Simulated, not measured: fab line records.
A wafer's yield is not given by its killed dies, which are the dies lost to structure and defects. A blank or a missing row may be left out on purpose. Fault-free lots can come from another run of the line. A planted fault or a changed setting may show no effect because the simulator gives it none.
Problem report in the 8D (eight disciplines) form, filled by code / flow nand_harc / the parts of the form that need people (team, actions taken, sign-off) are left out

## 1. WHAT WENT WRONG
Wafers without a fault read 89.1 nm, standard deviation 0.77; cd_nm at NHARC_P_CONTACT_CD_MEAS_12 reads a mean of 96.5 nm on 6 wafers belonging to 2 lots. That puts it +9.6 standard deviations away from the usual mean.
The step: target cd 90 nm.
Seen first at day 14 13:47 on cd_sem-02, wafer L626.2. The record has a number at this step for 42 wafers belonging to 14 lots. Rule for "out" (also "out of limits"): further than 4 standard deviations from the usual mean. Any other wafer with a number is counted as sound.

## 2. WHAT IT IS, WHAT IT ISN'T
question=which readings at this step; is=cd_nm; is not=-
question=which lots; is=L626, L627; is not=L605, L606, L607, L608, L609, L610, L611, L612, L614, L616, L617, L621
question=which wafers of those lots; is=all that have a number; is not=-
question=read on which gauges; is=cd_sem-02, cd_sem-03; is not=cd_sem-01
question=when; is=from day 14 13:47; is not=up to then (36 sound wafers)

## 3. SUSPECTS, AND WHAT RULES EACH OUT
Counting: a tool at a process step up to the reading stays a suspect if it ran every lot that is out and no sound lot after the first of them.
- the gauge at NHARC_P_CONTACT_CD_MEAS_12 is ruled out. 2 gauges (cd_sem-02, cd_sem-03) read the wafers that are out.
- rie_diel-10 at NHARC_P_GATE_DESCUM_93 (chemistry O2, time 3 s): kept. All lots that are out passed through it, beginning with L626 at day 14 09:22, and no sound lot followed; its final sound lot before that point was L617 at day 10 18:46.
- litho_track-01 at NHARC_P_CONTACT_PEB_10 (peb time 65 s): kept. All lots that are out passed through it, beginning with L626 at day 14 13:41, and no sound lot followed; its final sound lot before that point was L621 at day 12 12:45.
Remaining after the count are rie_diel-10 at NHARC_P_GATE_DESCUM_93 and litho_track-01 at NHARC_P_CONTACT_PEB_10.

## 4. THE CAUSE (what the simulator had put in)
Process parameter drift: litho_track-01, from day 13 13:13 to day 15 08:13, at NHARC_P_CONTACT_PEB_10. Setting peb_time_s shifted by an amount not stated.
After counting, 2 suspects remain, this tool included.

## 5. SEQUENCE OF EFFECTS, ordered by route
Each row: a reading whose mean over the struck wafers that have a number lies more than 3 standard deviations from the usual. Only readings whose record carries a usual standard deviation are examined. hours: median over the lots of the time between each lot's start at the first step of this table that gives one and its start at this step. sigmas: the change, counted in usual standard deviations.
hours=0; step=NHARC_P_CONTACT_CD_MEAS_12; reading=cd_nm; usual=89.1 nm; on struck wafers=96.5; change=+7.4; sigmas=+9.6
hours=1; step=NHARC_P_CONTACT_CD_MEAS_19; reading=cd_nm; usual=88.1 nm; on struck wafers=97.5; change=+9.4; sigmas=+4.3

## 6. WHAT WOULD HAVE CAUGHT IT SOONER
In this record the first reading out of limits at a measuring or inspecting step was taken at day 14 13:47, 25 hours after the fault began at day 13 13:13.
Of the tool readings at NHARC_P_CONTACT_PEB_10 for which the record gives a usual standard deviation, none was out on any struck wafer, so an alarm limit of 4 standard deviations on them would not have fired.
Of the lots that are out (2), L627 began NHARC_P_CONTACT_PEB_10 on litho_track-01 after day 14 13:47. Holding the tool at that time would have saved it.
